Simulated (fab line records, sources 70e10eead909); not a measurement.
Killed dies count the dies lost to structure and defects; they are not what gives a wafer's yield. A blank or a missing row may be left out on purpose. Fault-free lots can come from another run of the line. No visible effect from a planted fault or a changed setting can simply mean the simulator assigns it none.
fab line records	flow nandHarc	part 2 of 2: steps 5 to 6 of 6
record: lots: 23	wafers: 69	lastDay: 24
route steps=1159 shown A_STAIRCASE@554
lots that met no fault: from a run of the same line without faults
startH: start of the lot's first displayed wafer, in hours after the record's first day	waitH: hours since the lot's step before	" repeats the value in the row above	L1.1+2: a row that stands for several wafers	- no value, or no start was given	* or withheld: withheld	< > ~ a bound
route shown NAME@n: names a module that has steps shown in the file, with the first one's number in the route	usual: the fault-free wafers' mean and standard deviation	same: alike in all rows	chamber/n: place in a boat	sites: the reading at each site	_std_site: how widely they spread, as a standard deviation	_edge_site: inner sites' mean taken away from outer sites' mean	radiusMm: how far each site lies from the wafer's centre	mask NAME#n: copy n	behind: the tool/chamber that last shaped the wafer	hold: cause of the lot's hold/its duration in hours/its outcome	device: the transistor (n, p or np) that didn't switch	end of line: the tests these same wafers got at the end of their route	for a step that has no rows: nothing shown but its recipe	killed: dies lost to structure and defects at the first sort, not the wafer's yield	map: per-die view of a wafer (x killed, . not killed, _ where there is no die)
set.NAME: the setting that was run; set.NAME@STEP: the one run at that earlier step	model.NAME: the simulator's own value behind a step, which no gauge read
a sample of lots followed through the steps of the route, with each step as a table and each wafer as a row
services: when a tool's chamber went out of use (startH, in hours from the record's first day, below 0 if earlier), for how many hours, and the reason
== steps ==
step: NHARC_A_STAIRCASE_ETCH_199
recipe: targetDepthA: 1000	timeS: 40.5	ionEnergyEv: 400	c4f8FlowSccm: 20	o2FlowSccm: 10	arFlowSccm: withheld	rfW: 600	biasW: 1000	chemistry: C4F8/O2
usual: oesProductAu: 0.948/0.013	rfVppV: 897/4.3
lot.wafer	tool	chamber	startH	waitH	oesProductAu	rfHoursCounterH	rfVppV
L074.3	rieDiel-11	1	-	-	0.947	16	901
L074.1	"	2	"	"	0.941	17	900
L074.5	"	1	"	"	0.951	-	902
L076.2	rieDiel-11	1	-	-	0.949	21	903
L076.5	"	3	"	"	0.926	-	897
L076.6	"	0	"	"	0.953	-	890
L077.3	rieDiel-07	1	-	-	0.963	5	897
L077.4	"	2	"	"	0.962	5	896
L077.6	"	1	"	"	0.967	-	898
L075.4	rieDiel-11	1	-	-	0.949	23	904
L075.1	"	3	"	"	0.933	24	896
L075.6	"	1	"	"	0.946	-	902
L079.2	rieDiel-11	3	-	-	0.930	26	896
L079.3	"	2	"	"	0.947	25	900
L079.6	"	0	"	"	0.959	-	889
L078.2	rieDiel-13	0	-	-	0.947	61	903
L078.3	"	3	"	"	0.936	53	903
L078.6	"	1	"	"	0.940	-	903
L080.1	rieDiel-11	0	-	-	0.947	31	889
L080.3	"	3	"	"	0.921	32	895
L080.5	"	1	"	"	0.966	-	902
L081.3	rieDiel-07	1	-	-	0.959	14	895
L081.2	"	0	"	"	0.952	15	894
L081.4	"	0	"	"	0.958	-	896
L082.2	rieDiel-11	3	-	-	0.934	35	895
L082.3	"	0	"	"	0.948	36	889
L082.5	"	2	"	"	0.939	-	899
L083.1	rieDiel-07	2	-	-	0.962	18	897
L083.5	"	3	"	"	0.941	-	898
L083.6	"	0	"	"	0.955	-	894
L086.3	rieDiel-07	0	-	-	0.926	26	893
L086.5	"	2	"	"	0.958	-	897
L086.6	"	3	"	"	0.928	-	898
L084.3	rieDiel-11	0	-	-	0.956	46	889
L084.2	"	1	"	"	0.961	45	901
L084.5	"	2	"	"	0.953	-	901
L085.3	rieDiel-07	1	-	-	0.928	31	897
L085.1	"	3	"	"	0.946	30	898
L085.4	"	0	"	"	0.949	29	894
L087.2	rieDiel-13	3	-	-	0.927	15	902
L087.1	"	0	"	"	0.936	16	905
L087.6	"	2	"	"	0.945	-	903
L090.1	rieDiel-11	3	-	-	0.932	51	896
L090.2	"	0	"	"	0.955	54	888
L090.6	"	1	"	"	0.945	-	901
L089.2	rieDiel-07	2	-	-	0.969	30	896
L089.5	"	1	"	"	0.936	-	897
L089.6	"	2	"	"	0.971	-	898
L093.4	rieDiel-13	2	-	-	0.964	19	902
L093.3	"	3	"	"	0.955	20	902
L093.5	"	2	"	"	0.963	-	901
L091.3	rieDiel-07	2	-	-	0.961	33	896
L091.4	"	3	"	"	0.928	37	897
L091.1	"	0	"	"	0.945	37	894
L092.2	rieDiel-13	3	-	-	0.936	22	901
L092.4	"	0	"	"	0.951	24	905
L092.5	"	2	"	"	0.953	-	902
L095.2	rieDiel-13	2	-	-	0.973	26	901
L095.3	"	0	"	"	0.950	32	904
L095.5	"	3	"	"	0.954	-	902
L096.3	rieDiel-07	0	-	-	0.949	43	894
L096.1	"	1	"	"	0.943	44	896
L096.4	"	1	"	"	0.948	-	895
L094.4	rieDiel-07	2	-	-	0.971	41	897
L094.1	"	3	"	"	0.955	43	898
L094.5	"	3	"	"	0.952	-	898
L097.2	rieDiel-07	0	-	-	0.968	48	893
L097.3	"	2	"	"	0.974	42	895
L097.6	"	0	"	"	0.957	-	893
step: NHARC_A_STAIRCASE_TRIM_200
recipe: timeS: 211.2	o2FlowSccm: 500	arFlowSccm: 0	biasW: 0	chemistry: O2
usual: drypumpMotorCurrentA: 6.0/0.32	oesProductAu: 1.005/0.013	rfVppV: 57.8/0.85	showerheadPlenumPTorr: 3.56/0.12	throttleValvePct: 17.036/0.0091
lot.wafer	tool	chamber	startH	waitH	drypumpMotorCurrentA	oesProductAu	rfHoursCounterH	rfVppV	showerheadPlenumPTorr	throttleValvePct
L074.3	rieDiel-11	0	-	-	5.4	1.019	17	57.2	3.33	17.046
L074.1	"	2	"	"	6.5	1.012	17	58.7	3.64	17.038
L074.5	"	1	"	"	6.3	1.014	-	58.9	3.68	17.029
L076.2	rieDiel-11	1	-	-	6.3	1.013	21	58.4	3.68	17.031
L076.6	"	3	"	"	5.9	0.997	-	58.9	3.52	17.039
L076.5	"	0	"	"	5.4	1.013	-	57.7	3.32	17.041
L077.4	rieDiel-07	3	-	-	5.8	1.002	7	56.8	3.60	17.030
L077.3	"	0	"	"	6.3	0.995	6	57.6	3.49	17.040
L077.6	"	3	"	"	5.8	0.993	-	58.6	3.60	17.036
L075.1	rieDiel-11	3	-	-	6.0	0.995	24	58.2	3.52	17.044
L075.4	"	2	"	"	6.5	1.026	24	56.7	3.64	17.038
L075.6	"	0	"	"	5.4	1.009	-	57.7	3.32	17.034
L079.3	rieDiel-11	1	-	-	6.3	1.010	24	59.1	3.67	17.041
L079.2	"	2	"	"	6.5	1.007	25	57.5	3.64	17.038
L079.6	"	0	"	"	5.4	1.010	-	58.0	3.32	17.039
L078.2	rieDiel-13	2	-	-	6.0	1.000	53	57.3	3.71	17.043
L078.3	"	3	"	"	5.6	1.011	53	58.4	3.71	17.040
L078.6	"	1	"	"	5.6	0.976	-	56.3	3.70	17.044
L080.3	rieDiel-11	1	-	-	6.3	1.006	30	57.9	3.67	17.041
L080.1	"	3	"	"	5.9	0.997	32	59.9	3.52	17.043
L080.5	"	1	"	"	6.3	1.017	-	57.5	3.67	17.028
L081.2	rieDiel-07	3	-	-	5.9	0.989	16	57.8	3.59	17.045
L081.3	"	1	"	"	6.1	1.000	14	57.9	3.54	17.042
L081.4	"	0	"	"	6.3	0.998	-	58.1	3.49	17.026
L082.2	rieDiel-11	0	-	-	5.4	1.022	36	56.7	3.32	17.025
L082.3	"	2	"	"	6.5	1.010	36	58.0	3.63	17.026
L082.5	"	0	"	"	5.4	1.015	-	58.1	3.32	17.040
L083.1	rieDiel-07	0	-	-	6.4	1.001	22	57.0	3.48	17.046
L083.6	"	0	"	"	6.4	1.004	-	58.1	3.48	17.018
L083.5	"	1	"	"	6.0	1.002	-	56.5	3.54	17.032
L086.3	rieDiel-07	3	-	-	5.8	1.005	27	57.3	3.59	17.031
L086.6	"	1	"	"	6.1	0.991	-	57.2	3.54	17.053
L086.5	"	2	"	"	5.9	1.025	-	58.7	3.53	17.053
L084.3	rieDiel-11	2	-	-	6.5	0.991	44	58.3	3.63	17.033
L084.2	"	0	"	"	5.4	1.017	46	56.1	3.31	17.044
L084.5	"	1	"	"	6.3	1.003	-	57.7	3.66	17.037
L085.1	rieDiel-07	0	-	-	6.3	0.982	29	57.9	3.48	17.029
L085.4	"	1	"	"	6.1	0.988	32	57.4	3.53	17.027
L085.3	"	3	"	"	5.8	0.991	30	59.7	3.59	17.042
L087.2	rieDiel-13	3	-	-	5.6	0.991	15	58.7	3.70	17.045
L087.1	"	1	"	"	5.6	0.996	15	58.2	3.69	17.024
L087.6	"	0	"	"	5.6	1.001	-	58.6	3.76	17.030
L090.1	rieDiel-11	0	-	-	5.4	1.025	54	56.6	3.31	17.027
L090.2	"	2	"	"	6.5	1.019	51	58.4	3.62	17.062
L090.6	"	1	"	"	6.4	1.029	-	57.3	3.66	17.058
L089.2	rieDiel-07	1	-	-	6.0	0.996	36	57.2	3.53	17.033
L089.5	"	3	"	"	5.8	0.996	-	56.9	3.58	17.043
L089.6	"	0	"	"	6.3	1.009	-	58.5	3.47	17.036
L093.3	rieDiel-13	2	-	-	6.0	1.027	19	57.9	3.70	17.033
L093.4	"	1	"	"	5.6	1.007	21	57.6	3.69	17.029
L093.5	"	3	"	"	5.6	0.994	-	59.1	3.70	17.040
L091.3	rieDiel-07	0	-	-	6.3	0.999	37	58.1	3.47	17.029
L091.4	"	1	"	"	6.1	0.995	39	57.8	3.53	17.027
L091.1	"	2	"	"	5.9	1.020	33	57.3	3.53	17.030
L092.4	rieDiel-13	2	-	-	6.0	1.028	20	57.2	3.70	17.053
L092.2	"	0	"	"	5.6	0.996	24	58.0	3.75	17.035
L092.5	"	2	"	"	6.0	1.021	-	58.2	3.70	17.035
L095.2	rieDiel-13	3	-	-	5.6	1.001	28	57.4	3.69	17.048
L095.3	"	1	"	"	5.6	0.993	30	58.5	3.68	17.044
L095.5	"	3	"	"	5.7	0.996	-	57.5	3.69	17.034
L096.3	rieDiel-07	0	-	-	6.3	1.014	43	57.3	3.47	17.027
L096.1	"	2	"	"	5.9	1.035	38	58.5	3.53	17.032
L096.4	"	2	"	"	5.9	1.021	-	56.9	3.53	17.026
L094.1	rieDiel-07	3	-	-	5.8	0.997	43	57.6	3.58	17.035
L094.4	"	1	"	"	6.0	0.998	47	58.9	3.52	17.046
L094.5	"	0	"	"	6.3	0.996	-	56.8	3.47	17.044
L097.3	rieDiel-07	1	-	-	6.0	1.002	48	58.9	3.52	17.031
L097.2	"	2	"	"	5.9	1.026	42	57.4	3.52	17.049
L097.6	"	0	"	"	6.3	1.012	-	55.7	3.47	17.055
== services ==
tool	chamber	startH	hours	kind
rieDiel-11	0	223.20	-	clean
rieDiel-11	1	223.20	-	clean
rieDiel-11	2	223.20	-	clean
rieDiel-11	3	223.20	-	clean
rieDiel-07	-	228.27	9.0	pm
rieDiel-11	0	247.75	-	clean
rieDiel-11	1	247.75	-	clean
rieDiel-11	2	247.75	-	clean
rieDiel-11	3	247.75	-	clean
rieDiel-07	2	268.97	15.6	repair
rieDiel-11	0	272.31	-	clean
rieDiel-11	1	272.31	-	clean
rieDiel-11	2	272.31	-	clean
rieDiel-11	3	272.31	-	clean
rieDiel-13	-	276.32	9.0	pm
rieDiel-11	3	279.07	6.1	repair
rieDiel-11	0	297.30	-	clean
rieDiel-11	1	297.30	-	clean
rieDiel-11	2	297.30	-	clean
rieDiel-11	3	297.30	-	clean
rieDiel-13	-	315.34	0.5	repair
rieDiel-11	0	321.80	-	clean
rieDiel-11	-	366.68	9.0	pm
rieDiel-13	-	377.73	0.4	repair
